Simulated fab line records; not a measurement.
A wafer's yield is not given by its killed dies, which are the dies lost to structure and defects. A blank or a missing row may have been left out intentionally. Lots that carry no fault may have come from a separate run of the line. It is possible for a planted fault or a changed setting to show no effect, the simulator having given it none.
fab line records    flow nand-harc    part 2 of 2: steps 5 to 6 of 6
record: lots: 20  wafers: 60  last-day: 34
route steps=1302 shown A_STAIRCASE@767
lots with no fault: from the same line, run without faults
start-h: the number of hours between the record's first day and the start of the first shown wafer of the lot    wait-h: hours from the lot's prior step to this one    " identical to the entry in the row above    L1.1+2: several wafers, shown together as one row    - no value, or no start given    * or withheld: withheld    < > ~ a bound
route shown NAME@n: names a module that has steps shown in the file, with the first one's number in the route    usual: mean/standard deviation taken from wafers without a fault    same: alike in all rows    chamber/n: place in a boat    sites: each site's reading    _std_site: standard deviation of those values    _edge_site: the outer-site mean with the inner-site mean subtracted    radius-mm: how far each site lies from the wafer's centre    mask NAME#n: copy n    behind: the most recent tool/chamber to have shaped the wafer    hold: why the lot was held/for how many hours/how that ended    device: the transistor (n, p or np) that didn't switch    end of line: tests run on the same wafers once the route is complete    for a step that has no rows: nothing shown but its recipe    killed: count of dies lost to structure and defects at first sort (not the wafer's yield)    map: a wafer's dies, marking killed ones x, the rest . and places with no die _
set.NAME: setting as actually run; set.NAME@STEP: the setting as run at that earlier step    model.NAME: the simulator's own value behind a step, which no gauge read
the route's steps for a sample of lots (tables are steps, rows are wafers)
services: a tool's chamber out of use, with start hour (start-h, from the record's first day; less than 0 if before it), hours out, and reason
== steps ==
step: NHARC_A_STAIRCASE_HM_OPEN_463
recipe: o2-flow-sccm: 400  cos-flow-sccm: 20  ar-flow-sccm: 0  rf-w: 500  bias-w: 300  chemistry: O2/COS
usual: drypump-motor-current-A: 5.9/0.44  oes-product-au: 1.003/0.0075  rf-fwd-power-W: 498.8/1.6  rf-vpp-V: 466.9/3  showerhead-plenum-p-Torr: 3.12/0.14  throttle-valve-pct: 28.331/0.0087
lot.wafer  tool         chamber  start-h  wait-h  drypump-motor-current-A  oes-product-au  rf-fwd-power-W  rf-hours-counter-h  rf-vpp-V  showerhead-plenum-p-Torr  throttle-valve-pct
L075.3     rie-diel-04  3        -        -       5.7                      1.002           497.3           16                  464.0     2.95                      28.322
L075.2     "            1        "        "       6.4                      1.003           500.5           11                  466.3     3.11                      28.334
L075.6     "            3        "        "       5.7                      1.006           495.8           -                   462.9     2.94                      28.339
L076.1     rie-diel-03  0        -        -       6.2                      0.989           499.9           45                  472.0     3.35                      28.340
L076.5     "            1        "        "       5.2                      0.995           501.6           -                   471.9     3.35                      28.326
L076.6     "            2        "        "       6.9                      1.004           499.7           -                   467.5     3.19                      28.325
L078.3     rie-diel-04  2        -        -       5.9                      1.007           499.3           17                  463.5     2.97                      28.344
L078.5     "            2        "        "       6.0                      1.002           500.6           -                   464.2     2.97                      28.338
L078.6     "            3        "        "       5.7                      0.997           499.1           -                   463.8     2.94                      28.336
L079.1     rie-diel-03  3        -        -       6.0                      1.009           498.7           51                  467.2     3.21                      28.328
L079.6     "            2        "        "       6.9                      1.010           500.5           -                   468.5     3.19                      28.325
L079.5     "            3        "        "       6.0                      1.002           497.7           -                   468.3     3.21                      28.344
L077.3     rie-diel-04  2        -        -       6.0                      1.024           496.1           21                  463.1     2.96                      28.322
L077.4     "            3        "        "       5.7                      1.013           494.9           24                  463.6     2.94                      28.322
L077.5     "            2        "        "       6.0                      1.000           498.0           -                   463.2     2.96                      28.315
L081.2     rie-diel-10  3        -        -       5.4                      1.015           498.6           4                   466.8     3.14                      28.325
L081.3     "            1        "        "       5.9                      1.012           497.1           4                   471.8     3.31                      28.334
L081.4     "            3        "        "       5.4                      1.005           498.3           -                   468.1     3.14                      28.336
L080.1     rie-diel-04  3        -        -       5.7                      1.006           499.6           36                  463.3     2.94                      28.315
L080.5     "            0        "        "       5.4                      1.014           498.0           -                   465.7     3.04                      28.341
L080.4     "            3        "        "       5.7                      0.995           498.3           -                   462.9     2.94                      28.333
L084.2     rie-diel-10  2        -        -       6.3                      0.998           499.8           18                  465.0     2.99                      28.330
L084.1     "            0        "        "       5.9                      1.009           497.0           2                   467.6     3.13                      28.332
L084.6     "            3        "        "       5.4                      0.992           497.7           -                   468.0     3.14                      28.337
L082.2     rie-diel-03  0        -        -       6.1                      0.989           499.9           1                   471.0     3.34                      28.322
L082.3     "            1        "        "       5.2                      0.999           496.5           1                   471.9     3.34                      28.340
L082.5     "            3        "        "       6.1                      1.007           498.0           -                   468.3     3.21                      28.327
L083.2     rie-diel-10  2        -        -       6.4                      1.008           499.5           23                  464.0     2.99                      28.327
L083.1     "            3        "        "       5.3                      1.013           498.4           24                  466.6     3.13                      28.320
L083.4     "            0        "        "       5.9                      1.002           495.7           8                   466.6     3.12                      28.337
L086.1     rie-diel-10  0        -        -       5.9                      1.007           499.8           8                   467.0     3.12                      28.335
L086.4     "            1        "        "       5.9                      0.999           498.3           24                  471.3     3.30                      28.335
L086.5     "            1        "        "       5.9                      1.004           502.2           -                   470.6     3.30                      28.324
L085.2     rie-diel-03  1        -        -       5.2                      0.991           498.9           8                   471.0     3.34                      28.331
L085.4     "            0        "        "       6.1                      0.985           498.0           -                   471.2     3.34                      28.337
L085.5     "            3        "        "       6.0                      1.004           499.3           -                   468.9     3.20                      28.315
L087.2     rie-diel-04  1        -        -       6.4                      1.011           499.9           52                  465.9     3.09                      28.323
L087.1     "            2        "        "       6.0                      0.994           503.1           36                  465.2     2.96                      28.335
L087.3     "            3        "        "       5.7                      0.997           498.4           54                  464.2     2.93                      28.334
L091.1     rie-diel-10  1        -        -       5.8                      1.003           496.7           35                  470.8     3.29                      28.336
L091.2     "            2        "        "       6.4                      1.008           497.8           38                  464.1     2.98                      28.335
L091.6     "            1        "        "       5.8                      1.008           497.9           -                   471.6     3.29                      28.328
L088.3     rie-diel-04  3        -        -       5.7                      0.998           498.5           1                   462.9     2.92                      28.336
L088.2     "            0        "        "       5.4                      0.996           496.1           1                   465.9     3.03                      28.319
L088.5     "            2        "        "       6.0                      0.998           500.1           -                   463.4     2.95                      28.333
L092.2     rie-diel-04  2        -        -       6.0                      0.998           497.4           9                   463.6     2.95                      28.323
L092.6     "            1        "        "       6.4                      0.998           499.0           -                   465.7     3.08                      28.326
L092.5     "            2        "        "       6.0                      1.008           497.7           -                   463.0     2.95                      28.331
L093.1     rie-diel-04  1        -        -       6.4                      1.011           498.0           11                  467.1     3.08                      28.328
L093.4     "            2        "        "       6.0                      1.004           497.9           12                  462.3     2.95                      28.345
L093.5     "            1        "        "       6.4                      1.007           498.2           -                   466.1     3.08                      28.334
L094.3     rie-diel-03  2        -        -       6.9                      0.996           499.0           32                  467.4     3.17                      28.323
L094.1     "            0        "        "       6.2                      0.985           496.4           39                  471.3     3.32                      28.343
L094.4     "            1        "        "       5.2                      0.995           498.6           42                  470.4     3.32                      28.328
L096.4     rie-diel-04  0        -        -       5.4                      1.015           500.4           24                  463.7     3.02                      28.326
L096.6     "            2        "        "       6.0                      1.005           497.0           -                   462.2     2.94                      28.334
L096.5     "            3        "        "       5.7                      1.016           502.5           -                   462.4     2.91                      28.327
L097.2     rie-diel-04  2        -        -       6.0                      0.990           500.6           29                  463.5     2.94                      28.334
L097.1     "            0        "        "       5.4                      1.007           500.2           30                  465.8     3.02                      28.334
L097.4     "            1        "        "       6.4                      1.004           500.7           31                  466.4     3.07                      28.349
step: NHARC_A_STAIRCASE_STRIP_476
recipe: time-s: 20  o2-flow-sccm: 500  ar-flow-sccm: 0  bias-w: 0  chemistry: O2
usual: drypump-motor-current-A: 5.9/0.43  oes-product-au: 1.004/0.0071  rf-vpp-V: 57.6/0.95  showerhead-plenum-p-Torr: 3.50/0.14  throttle-valve-pct: 17.038/0.0089
lot.wafer  tool         chamber  start-h  wait-h  drypump-motor-current-A  oes-product-au  rf-hours-counter-h  rf-vpp-V  showerhead-plenum-p-Torr  throttle-valve-pct
L075.3     rie-diel-04  3        404.20   0.1     5.7                      0.990           17                  57.3      3.33                      17.038
L075.2     "            0        "        "       5.4                      1.004           15                  56.9      3.45                      17.039
L075.6     "            2        "        "       6.0                      0.991           -                   57.9      3.35                      17.043
L076.1     rie-diel-10  1        409.92   0.1     5.8                      0.990           51                  58.3      3.74                      17.059
L076.6     "            3        "        "       5.4                      1.006           -                   58.0      3.56                      17.052
L076.5     "            1        "        "       5.9                      0.997           -                   59.4      3.74                      17.028
L078.3     rie-diel-04  3        417.45   0.1     5.8                      1.003           20                  57.3      3.33                      17.024
L078.6     "            2        "        "       6.0                      1.013           -                   57.1      3.35                      17.022
L078.5     "            3        "        "       5.7                      1.006           -                   56.0      3.33                      17.036
L079.1     rie-diel-03  3        424.57   0.1     6.1                      1.016           52                  57.0      3.63                      17.045
L079.5     "            2        "        "       6.9                      1.004           -                   58.1      3.61                      17.032
L079.6     "            3        "        "       6.1                      1.008           -                   57.0      3.63                      17.025
L077.3     rie-diel-04  3        424.87   0.1     5.7                      1.003           26                  58.5      3.33                      17.041
L077.4     "            0        "        "       5.4                      1.014           24                  57.4      3.45                      17.033
L077.5     "            1        "        "       6.4                      0.999           -                   57.8      3.51                      17.033
L081.3     rie-diel-03  1        449.32   0.1     5.2                      1.000           53                  56.9      3.78                      17.041
L081.4     "            2        "        "       6.9                      1.008           46                  57.4      3.60                      17.034
L081.2     "            0        "        "       6.2                      0.995           60                  58.5      3.77                      17.026
L080.1     rie-diel-10  1        459.66   0.3     5.9                      1.011           9                   58.1      3.73                      17.054
L080.4     "            2        "        "       6.3                      1.011           -                   58.3      3.38                      17.040
L080.5     "            3        "        "       5.4                      1.018           -                   56.1      3.55                      17.039
L084.2     rie-diel-03  2        476.61   0.1     6.9                      1.005           1                   56.8      3.60                      17.023
L084.1     "            3        "        "       6.1                      1.007           1                   58.4      3.62                      17.033
L084.6     "            1        "        "       5.2                      0.997           -                   58.1      3.77                      17.031
L082.2     rie-diel-04  3        477.80   0.1     5.7                      0.995           48                  57.1      3.31                      17.037
L082.3     "            0        "        "       5.4                      0.999           46                  57.6      3.44                      17.033
L082.5     "            1        "        "       6.4                      1.008           -                   59.3      3.50                      17.048
L083.4     rie-diel-10  2        495.85   0.1     6.4                      1.010           24                  57.3      3.38                      17.055
L083.1     "            0        "        "       5.8                      1.008           9                   59.3      3.53                      17.040
L083.2     "            1        "        "       5.9                      1.010           24                  58.9      3.72                      17.043
L086.4     rie-diel-04  0        497.60   0.1     5.4                      0.997           52                  56.3      3.43                      17.039
L086.1     "            2        "        "       6.0                      1.006           35                  57.9      3.34                      17.026
L086.5     "            3        "        "       5.7                      1.002           -                   58.6      3.31                      17.034
L085.2     rie-diel-04  1        505.58   0.1     6.4                      1.007           52                  57.3      3.49                      17.068
L085.4     "            2        "        "       6.0                      1.001           36                  56.6      3.34                      17.039
L085.5     "            0        "        "       5.4                      1.009           -                   58.9      3.43                      17.036
L087.2     rie-diel-10  3        508.18   0.1     5.3                      1.003           26                  58.0      3.54                      17.048
L087.1     "            0        "        "       5.8                      1.007           11                  56.9      3.53                      17.043
L087.3     "            2        "        "       6.4                      1.009           26                  57.5      3.37                      17.036
L091.2     rie-diel-10  3        540.59   0.1     5.4                      1.004           40                  58.2      3.53                      17.053
L091.1     "            0        "        "       5.9                      1.019           22                  58.1      3.52                      17.042
L091.6     "            2        "        "       6.4                      1.015           -                   57.6      3.37                      17.046
L088.2     rie-diel-10  3        547.26   0.1     5.4                      0.997           42                  58.5      3.53                      17.043
L088.3     "            0        "        "       5.9                      1.008           24                  56.4      3.52                      17.034
L088.5     "            0        "        "       5.9                      1.006           -                   58.8      3.52                      17.023
L092.2     rie-diel-03  3        574.26   0.1     6.1                      1.009           35                  58.9      3.60                      17.038
L092.6     "            2        "        "       6.9                      1.010           -                   58.9      3.58                      17.035
L092.5     "            3        "        "       6.0                      1.003           -                   56.6      3.60                      17.029
L094.1     rie-diel-10  0        590.18   0.1     5.9                      1.008           39                  57.3      3.51                      17.029
L094.3     "            1        "        "       5.9                      1.001           52                  56.9      3.71                      17.052
L094.4     "            2        "        "       6.4                      0.989           55                  58.4      3.36                      17.027
L093.1     rie-diel-04  3        591.92   0.1     5.8                      1.001           13                  58.6      3.30                      17.056
L093.4     "            0        "        "       5.4                      1.015           18                  57.1      3.42                      17.055
L093.5     "            0        "        "       5.4                      1.011           -                   58.3      3.42                      17.022
L096.4     rie-diel-10  0        621.06   0.1     5.9                      1.002           5                   59.2      3.51                      17.049
L096.5     "            2        "        "       6.3                      1.007           -                   58.8      3.36                      17.034
L096.6     "            3        "        "       5.3                      0.993           -                   57.9      3.52                      17.036
L097.4     rie-diel-04  3        639.44   0.1     5.7                      0.996           26                  58.3      3.29                      17.035
L097.2     "            0        "        "       5.4                      1.005           32                  57.6      3.41                      17.043
L097.1     "            2        "        "       6.0                      1.005           30                  56.8      3.32                      17.045
== services ==
tool         chamber  start-h  hours  kind
rie-diel-04  0        364.03   -      clean
rie-diel-04  0        364.03   -      consumable-replace:focus-ring
rie-diel-04  1        364.03   -      clean
rie-diel-04  2        364.03   -      clean
rie-diel-04  3        364.03   -      clean
rie-diel-10  1        378.57   7.1    repair
rie-diel-03  2        388.47   3.9    repair
rie-diel-04  0        389.51   -      clean
rie-diel-04  1        389.51   -      clean
rie-diel-04  2        389.51   -      clean
rie-diel-04  3        389.51   -      clean
rie-diel-10  -        421.20   9.0    pm
rie-diel-04  3        426.47   1.7    repair
rie-diel-04  2        445.86   34.0   repair
rie-diel-03  -        460.74   9.0    pm
rie-diel-03  0        475.38   9.6    repair
rie-diel-03  2        490.23   16.0   repair
rie-diel-04  0        505.96   4.3    repair
rie-diel-04  2        523.84   18.4   repair
rie-diel-04  -        532.03   9.0    pm
rie-diel-10  -        598.20   9.0    pm
rie-diel-04  1        605.55   2.8    repair
rie-diel-10  3        627.91   2.3    repair
rie-diel-03  -        637.87   9.0    pm
